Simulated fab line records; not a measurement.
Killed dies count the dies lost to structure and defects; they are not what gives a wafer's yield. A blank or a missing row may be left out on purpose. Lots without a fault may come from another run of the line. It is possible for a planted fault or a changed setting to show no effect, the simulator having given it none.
Split-lot experiment || flow n5 finfet || 21 wafers read from 7 lots, route of 1938 steps

ON THE SPLIT
At N5_BEOL_M14_ETCH_68 (etches SOC in N2/H2, time 450 s), the setting time s was moved away from the recipe's 450 s on 9 of the 21 wafers read, by -10.8% to +19.4%. All remaining wafers had this setting at the recipe value.

Reading taken at the split's own step.

THE READING
SiARC_of_BEOL_M14_COAT_66.thk nm (the simulator's own value, which no gauge read), in nm, at N5_BEOL_M14_ETCH_68 (etches SOC in N2/H2, time 450 s). There is no usual value for it anywhere in the file. Across the 12 wafers here that went through the recipe, the average is 65.9 nm and the standard deviation 0.73 nm.

{"wafer": "L075.3", "tool, chamber at the split": "rie diel-04, 3", "time s as run, s": 537.4, "against the recipe": "+19.4%", "SiARC_of_BEOL_M14_COAT_66.thk nm, nm": 56.8, "against lot-mates on the recipe": -7.8}
{"wafer": "L075.4", "tool, chamber at the split": "rie diel-04, 0", "time s as run, s": 450, "against the recipe": "recipe", "SiARC_of_BEOL_M14_COAT_66.thk nm, nm": 64.6, "against lot-mates on the recipe": "-"}
{"wafer": "L075.5", "tool, chamber at the split": "rie diel-04, 3", "time s as run, s": 537.4, "against the recipe": "+19.4%", "SiARC_of_BEOL_M14_COAT_66.thk nm, nm": 57, "against lot-mates on the recipe": -7.6}
{"wafer": "L076.2", "tool, chamber at the split": "rie diel-02, 0", "time s as run, s": 450, "against the recipe": "recipe", "SiARC_of_BEOL_M14_COAT_66.thk nm, nm": 66.2, "against lot-mates on the recipe": "-"}
{"wafer": "L076.6", "tool, chamber at the split": "rie diel-02, 0", "time s as run, s": 450, "against the recipe": "recipe", "SiARC_of_BEOL_M14_COAT_66.thk nm, nm": 66.2, "against lot-mates on the recipe": "-"}
{"wafer": "L076.3", "tool, chamber at the split": "rie diel-02, 1", "time s as run, s": 450, "against the recipe": "recipe", "SiARC_of_BEOL_M14_COAT_66.thk nm, nm": 65.2, "against lot-mates on the recipe": "-"}
{"wafer": "L085.2", "tool, chamber at the split": "rie diel-02, 3", "time s as run, s": 450, "against the recipe": "recipe", "SiARC_of_BEOL_M14_COAT_66.thk nm, nm": 66.2, "against lot-mates on the recipe": "-"}
{"wafer": "L085.3", "tool, chamber at the split": "rie diel-02, 0", "time s as run, s": 450, "against the recipe": "recipe", "SiARC_of_BEOL_M14_COAT_66.thk nm, nm": 66, "against lot-mates on the recipe": "-"}
{"wafer": "L085.5", "tool, chamber at the split": "rie diel-02, 2", "time s as run, s": 499, "against the recipe": "+10.9%", "SiARC_of_BEOL_M14_COAT_66.thk nm, nm": 59.4, "against lot-mates on the recipe": -6.7}
{"wafer": "L087.1", "tool, chamber at the split": "rie diel-04, 3", "time s as run, s": 450, "against the recipe": "recipe", "SiARC_of_BEOL_M14_COAT_66.thk nm, nm": 66.2, "against lot-mates on the recipe": "-"}
{"wafer": "L087.2", "tool, chamber at the split": "rie diel-04, 0", "time s as run, s": 450, "against the recipe": "recipe", "SiARC_of_BEOL_M14_COAT_66.thk nm, nm": 64.4, "against lot-mates on the recipe": "-"}
{"wafer": "L087.4", "tool, chamber at the split": "rie diel-04, 1", "time s as run, s": 509.2, "against the recipe": "+13.2%", "SiARC_of_BEOL_M14_COAT_66.thk nm, nm": 59.8, "against lot-mates on the recipe": -5.5}
{"wafer": "L086.3", "tool, chamber at the split": "rie diel-01, 2", "time s as run, s": 401.6, "against the recipe": "-10.8%", "SiARC_of_BEOL_M14_COAT_66.thk nm, nm": 69.6, "against lot-mates on the recipe": "+4.0"}
{"wafer": "L086.4", "tool, chamber at the split": "rie diel-01, 1", "time s as run, s": 450, "against the recipe": "recipe", "SiARC_of_BEOL_M14_COAT_66.thk nm, nm": 65.6, "against lot-mates on the recipe": "-"}
{"wafer": "L086.6", "tool, chamber at the split": "rie diel-01, 0", "time s as run, s": 401.6, "against the recipe": "-10.8%", "SiARC_of_BEOL_M14_COAT_66.thk nm, nm": 70.2, "against lot-mates on the recipe": "+4.6"}
{"wafer": "L090.2", "tool, chamber at the split": "rie diel-02, 1", "time s as run, s": 450, "against the recipe": "recipe", "SiARC_of_BEOL_M14_COAT_66.thk nm, nm": 66.4, "against lot-mates on the recipe": "-"}
{"wafer": "L090.4", "tool, chamber at the split": "rie diel-02, 1", "time s as run, s": 450, "against the recipe": "recipe", "SiARC_of_BEOL_M14_COAT_66.thk nm, nm": 66.8, "against lot-mates on the recipe": "-"}
{"wafer": "L090.5", "tool, chamber at the split": "rie diel-02, 3", "time s as run, s": 450, "against the recipe": "recipe", "SiARC_of_BEOL_M14_COAT_66.thk nm, nm": 66.6, "against lot-mates on the recipe": "-"}
{"wafer": "L096.1", "tool, chamber at the split": "rie diel-01, 0", "time s as run, s": 498.4, "against the recipe": "+10.8%", "SiARC_of_BEOL_M14_COAT_66.thk nm, nm": 61.2, "against lot-mates on the recipe": "no lot-mate on the recipe"}
{"wafer": "L096.2", "tool, chamber at the split": "rie diel-01, 3", "time s as run, s": 498.4, "against the recipe": "+10.8%", "SiARC_of_BEOL_M14_COAT_66.thk nm, nm": 60.6, "against lot-mates on the recipe": "no lot-mate on the recipe"}
{"wafer": "L096.3", "tool, chamber at the split": "rie diel-01, 2", "time s as run, s": 498.4, "against the recipe": "+10.8%", "SiARC_of_BEOL_M14_COAT_66.thk nm, nm": 59.6, "against lot-mates on the recipe": "no lot-mate on the recipe"}

THE FIT
A straight line over all 21 wafers: SiARC_of_BEOL_M14_COAT_66.thk nm changes by -0.457 nm for each +1% of time s; r = -0.98; the points scatter about the line by 0.77 nm.
The same after taking each lot's own level away (the mean of its wafers on the recipe; 18 wafers): -0.417 nm for each +1%; r = -0.98; scatter 0.68 nm.
Per that fit: largest time s move, reading shift of 8.1 nm.
The lots' own levels span 64.60 to 66.60 nm, that is 2.7 times the standard deviation above.
The two slopes agree, so the slope changes little with the lot-to-lot level.
Check: -8.37 nm against its lot-mates is what the line predicts for one of the wafers moved furthest among these (+19.4%) when that wafer is left out of the fit. It came out at -7.8 nm against them.

FURTHER SPLITS ON THESE WAFERS
Other splits were also applied to these wafers ahead of the reading. Each is held against what the fit with the lots' levels taken away leaves over:
{"other split on the same wafers": "N5_BEOL_M13_ETCH_59 bias w", "wafers away from the commonest value": 9, "r with SiARC_of_BEOL_M14_COAT_66.thk nm (lot level and that fit taken away)": -0.15}

FILE'S OWN FIT
SiARC_of_BEOL_M14_COAT_66.thk nm changes by -0.435 nm for each +1% of time s, r = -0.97.
